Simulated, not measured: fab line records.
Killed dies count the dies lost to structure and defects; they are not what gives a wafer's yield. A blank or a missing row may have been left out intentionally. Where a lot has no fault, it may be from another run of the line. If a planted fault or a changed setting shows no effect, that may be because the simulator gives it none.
fab line records -- flow nand_harc
record lots=6, wafers=18, last_day=24
route steps=1159 shown P_M2@349 P_BONDPAD@351
lots that met no fault: taken from a fault-free run of the same line
start_h: hours from the record's first day to the start of the lot's first wafer shown -- wait_h: how many hours have passed since the lot's step before this one -- " as in the row above -- L1.1+2: a row that stands for several wafers -- - no value, or no start was given -- * or withheld: withheld -- < > ~ a bound
route shown NAME@n: names a module that has steps shown in the file, with the first one's number in the route -- usual: mean/standard deviation of fault-free wafers -- same: alike in all rows -- chamber/n: place in a boat -- sites: the reading at each site -- _std_site: their standard deviation -- _edge_site: the outer-site mean with the inner-site mean subtracted -- radius_mm: how far each site lies from the wafer's centre -- mask NAME#n: copy n -- behind: the most recent tool/chamber to have shaped the wafer -- hold: reason for holding the lot/hours on hold/outcome of the hold -- device: transistor that didn't switch, given as n, p or np -- end of line: tests run on the same wafers once the route is complete -- a step without rows: its recipe alone -- killed: dies lost to structure and defects at the first sort, not the wafer's yield -- map: the dies of a wafer, with x for killed, . for not killed, _ for no die there
set.NAME: the setting the step ran with; set.NAME@STEP: the setting that earlier step ran with -- model.NAME: the simulator's own value behind a step, which no gauge read
lots at selected steps of the route; one table per step, one row per wafer
services: a tool's chamber out of use, with start hour (start_h, from the record's first day; less than 0 if before it), hours out, and reason
## steps
# step NHARC_P_M2_PRE_CLEAN_32
# recipe time_s=12, temp_c=370, rf_power_w=300, gas=NH3
# usual heater_power_w=612/73
lot.wafer,tool,chamber,start_h,wait_h,heater_power_w
L880.3,pecvd-04,1,138.45,0.1,593
L880.1,pecvd-04,2,138.45,0.1,620
L880.5,pecvd-04,1,138.45,0.1,591
L886.1,pecvd-01,0,171.75,0.1,681
L886.6,pecvd-01,2,171.75,0.1,570
L886.5,pecvd-01,1,171.75,0.1,576
L889.2,pecvd-02,2,189.20,0.1,674
L889.1,pecvd-02,1,189.20,0.1,547
L889.4,pecvd-02,0,189.20,0.1,494
L890.3,pecvd-02,0,196.82,0.1,525
L890.2,pecvd-02,2,196.82,0.1,666
L890.5,pecvd-02,2,196.82,0.1,660
L901.3,pecvd-01,2,257.90,0.1,601
L901.1,pecvd-01,0,257.90,0.1,721
L901.4,pecvd-01,2,257.90,0.1,617
L902.2,pecvd-04,1,266.44,0.1,571
L902.6,pecvd-04,2,266.44,0.1,569
L902.4,pecvd-04,1,266.44,0.1,560
# step NHARC_P_M2_DEP_33
# recipe target_thk_a=300, temp_c=370, target_thk_nm=30, pressure_torr=3, flow_sccm=200, rf_w=450, material=SiCN
# usual heater_power_w=565/79, showerhead_vpp_V=1320/78
lot.wafer,tool,chamber,start_h,wait_h,heater_power_w,showerhead_vpp_V
L880.3,pecvd-04,1,138.53,0.1,542,1328
L880.1,pecvd-04,2,138.53,0.1,580,1205
L880.5,pecvd-04,1,138.53,0.1,542,1341
L886.1,pecvd-01,0,171.86,0.1,654,1403
L886.6,pecvd-01,2,171.86,0.1,568,1219
L886.5,pecvd-01,1,171.86,0.1,516,1307
L889.2,pecvd-02,2,189.27,0.1,650,1244
L889.1,pecvd-02,1,189.27,0.1,443,1411
L889.4,pecvd-02,0,189.27,0.1,507,1365
L890.3,pecvd-02,0,196.90,0.1,494,1363
L890.2,pecvd-02,2,196.90,0.1,654,1250
L890.5,pecvd-02,2,196.90,0.1,646,1242
L901.3,pecvd-01,2,257.98,0.1,487,1239
L901.1,pecvd-01,0,257.98,0.1,674,1406
L901.4,pecvd-01,2,257.98,0.1,507,1252
L902.2,pecvd-04,1,266.58,0.1,461,1341
L902.6,pecvd-04,2,266.58,0.1,616,1196
L902.4,pecvd-04,1,266.58,0.1,464,1382
# step NHARC_P_BONDPAD_DEP_00
# recipe target_thk_a=2500, temp_c=370, target_thk_nm=250, pressure_torr=3, flow_sccm=200, rf_w=450, material=SiCN
# usual heater_power_w=553/75, showerhead_vpp_V=1323/80
lot.wafer,tool,chamber,start_h,wait_h,heater_power_w,showerhead_vpp_V
L880.1,pecvd-04,0,-,-,592,1391
L880.3,pecvd-04,2,-,-,510,1201
L880.5,pecvd-04,1,-,-,537,1347
L886.1,pecvd-02,0,172.27,-,508,1375
L886.6,pecvd-02,0,172.27,-,509,1384
L886.5,pecvd-02,1,172.27,-,426,1419
L889.2,pecvd-04,0,189.71,-,716,1397
L889.1,pecvd-04,2,189.71,-,575,1203
L889.4,pecvd-04,0,189.71,-,731,1393
L890.2,pecvd-02,1,-,-,401,1442
L890.3,pecvd-02,2,-,-,571,1235
L890.5,pecvd-02,0,-,-,410,1363
L901.1,pecvd-04,0,258.39,-,710,1421
L901.3,pecvd-04,2,258.39,-,541,1192
L901.4,pecvd-04,0,258.39,-,557,1403
L902.2,pecvd-04,2,-,-,650,1196
L902.4,pecvd-04,2,-,-,504,1224
L902.6,pecvd-04,0,-,-,571,1388
# step NHARC_P_BONDPAD_CMP_32
# recipe target_thk_nm=200, material=SiCN
# usual motor_current_A=11.8/1.6
lot.wafer,tool,chamber,start_h,wait_h,motor_current_A
L880.3,cmp-03,0,139.42,-,15.9
L880.1,cmp-03,1,139.42,-,11.1
L880.5,cmp-03,3,139.42,-,11.4
L886.1,cmp-03,2,172.71,-,12.4
L886.5,cmp-03,3,172.71,-,11.8
L886.6,cmp-03,0,172.71,-,15.0
L889.1,cmp-02,1,190.12,-,13.9
L889.4,cmp-02,3,190.12,-,10.3
L889.2,cmp-02,0,190.12,-,10.1
L890.2,cmp-02,0,197.75,-,9.8
L890.3,cmp-02,2,197.75,-,10.7
L890.5,cmp-02,3,197.75,-,10.2
L901.3,cmp-04,0,258.80,-,10.2
L901.4,cmp-04,1,258.80,-,11.7
L901.1,cmp-04,3,258.80,-,10.0
L902.4,cmp-04,3,267.35,-,9.8
L902.2,cmp-04,0,267.35,-,10.0
L902.6,cmp-04,1,267.35,-,11.8
# step NHARC_P_BONDPAD_THK_MEAS_33
# recipe thk_meas_gauge=ellipsometry
# usual thk_nm=199.8/1.5
lot.wafer,tool,chamber,start_h,wait_h,thk_nm
L880.1,film_metro-01,-,139.62,0.2,202.1
L880.3,film_metro-01,-,139.62,0.2,200.9
L880.5,film_metro-01,-,139.62,0.2,202.5
L886.1,film_metro-01,-,172.88,0.2,201.3
L886.5,film_metro-01,-,172.88,0.2,201.5
L886.6,film_metro-01,-,172.88,0.2,199.4
L889.1,film_metro-01,-,190.37,0.2,200.5
L889.2,film_metro-01,-,190.37,0.2,200.6
L889.4,film_metro-01,-,190.37,0.2,199.6
L890.2,film_metro-02,-,197.97,0.2,198.5
L890.3,film_metro-02,-,197.97,0.2,200.0
L890.5,film_metro-02,-,197.97,0.2,201.2
L901.1,film_metro-01,-,259.05,0.2,198.8
L901.3,film_metro-01,-,259.05,0.2,198.5
L901.4,film_metro-01,-,259.05,0.2,197.6
L902.2,film_metro-01,-,267.55,0.2,199.2
L902.4,film_metro-01,-,267.55,0.2,201.2
L902.6,film_metro-01,-,267.55,0.2,199.9
# step NHARC_P_BONDPAD_SRD_34
# step NHARC_P_BONDPAD_DEHYDRATE_01
# recipe temp_c=150, time_s=120
# step NHARC_P_BONDPAD_HMDS_02
# recipe time_s=30
# step NHARC_P_BONDPAD_COAT_36
# recipe temp_c=200, time_s=65
# step NHARC_P_BONDPAD_COAT_03
# recipe spin_rpm=2000, resist_thk_nm=600
# step NHARC_P_BONDPAD_SOFTBAKE_04
# recipe temp_c=125, time_s=70
# step NHARC_P_BONDPAD_EBR_05
# step NHARC_P_BONDPAD_EXPOSE_06
# recipe na=0.55, dose_mj=37.06, mask_id=P_BPAD
# usual exposure_dose_mJ_cm2=37.06/0.035, focus_offset_nm=0.0/0.51, reticle_temp_C=23.00/0.1
lot.wafer,tool,chamber,start_h,wait_h,mask,exposure_dose_mJ_cm2,focus_offset_nm,reticle_temp_C
L880.1,krf_scanner-02,0,139.91,-,P_BPAD#0,37.05,-0.1,23.07
L880.3,krf_scanner-02,0,139.91,-,P_BPAD#0,37.10,0.3,22.92
L880.5,krf_scanner-02,0,139.91,-,P_BPAD#0,37.09,-0.6,23.08
L886.1,krf_scanner-03,0,173.29,-,P_BPAD#0,37.02,-0.2,23.02
L886.5,krf_scanner-03,0,173.29,-,P_BPAD#0,37.08,-0.1,23.14
L886.6,krf_scanner-03,0,173.29,-,P_BPAD#0,37.03,-0.4,23.09
L889.1,krf_scanner-02,-,190.66,-,P_BPAD#0,-,-,-
L889.2,krf_scanner-02,-,190.66,-,P_BPAD#0,-,-,-
L889.4,krf_scanner-02,-,190.66,-,P_BPAD#0,-,-,-
L890.2,krf_scanner-02,-,198.28,-,P_BPAD#0,-,-,-
L890.3,krf_scanner-02,-,198.28,-,P_BPAD#0,-,-,-
L890.5,krf_scanner-02,-,198.28,-,P_BPAD#0,-,-,-
L901.1,krf_scanner-04,0,259.46,-,P_BPAD#0,37.07,0.4,23.14
L901.3,krf_scanner-04,0,259.46,-,P_BPAD#0,37.01,0.5,22.96
L901.4,krf_scanner-04,0,259.46,-,P_BPAD#0,37.06,1.0,23.05
L902.2,krf_scanner-04,0,267.84,-,P_BPAD#0,36.98,0.6,22.95
L902.4,krf_scanner-04,0,267.84,-,P_BPAD#0,37.05,0.2,23.01
L902.6,krf_scanner-04,0,267.84,-,P_BPAD#0,37.03,-0.5,23.07
# step NHARC_P_BONDPAD_PEB_07
# recipe peb_temp_c=128, peb_time_s=80
## services
tool,chamber,start_h,hours,kind
cmp-02,-,120.15,2.9,repair
krf_scanner-04,-,126.00,4.0,pm
cmp-03,-,128.42,0.4,repair
cmp-02,-,128.50,4.0,pm
pecvd-02,0,135.89,16.4,repair
cmp-04,-,141.94,4.0,pm
cmp-02,-,143.04,5.9,repair
krf_scanner-02,-,146.76,0.7,repair
cmp-02,-,150.94,0.2,repair
pecvd-02,-,153.00,13.0,pm
cmp-03,-,156.00,4.0,pm
krf_scanner-04,-,161.41,2.7,repair
krf_scanner-02,-,172.61,0.6,repair
pecvd-04,0,173.74,7.8,repair
cmp-04,-,179.44,1.1,repair
krf_scanner-04,-,179.81,0.4,repair
cmp-03,-,191.11,2.5,repair
pecvd-04,-,195.22,13.0,pm
cmp-02,-,195.71,0.2,repair
cmp-02,-,202.01,1.8,repair
pecvd-02,2,203.38,2.1,repair
krf_scanner-02,-,210.00,4.0,pm
pecvd-01,-,237.05,13.0,pm
krf_scanner-02,-,244.48,2.4,repair
## key
first_sign step=NHARC_P_BONDPAD_EXPOSE_06, reading=tool_record, direction=missing
effect none on later readings
met_at NHARC_P_BONDPAD_EXPOSE_06
struck_wafers L889.1,L889.2,L889.4,L890.2,L890.3,L890.5
later_rows_left_out L889.1,L889.2,L889.4,L890.2,L890.3,L890.5
sort_left_out L889.1,L889.2,L889.4,L890.2,L890.3,L890.5
onset_between 139.91 190.66
fault kind=skipped_step_whole, tool=krf_scanner-02, chamber=-, onset_h=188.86, steps=NHARC_P_BONDPAD_EXPOSE_06, scope=struck_lots_only
# sort_left_out: the simulated sort isn't trusted on such a fault, so these wafers' sort isn't shown, and their yield isn't known
# later_rows_left_out: the simulator's readings of these wafers behind a module that went badly wrong aren't trusted and aren't shown, but for the sort
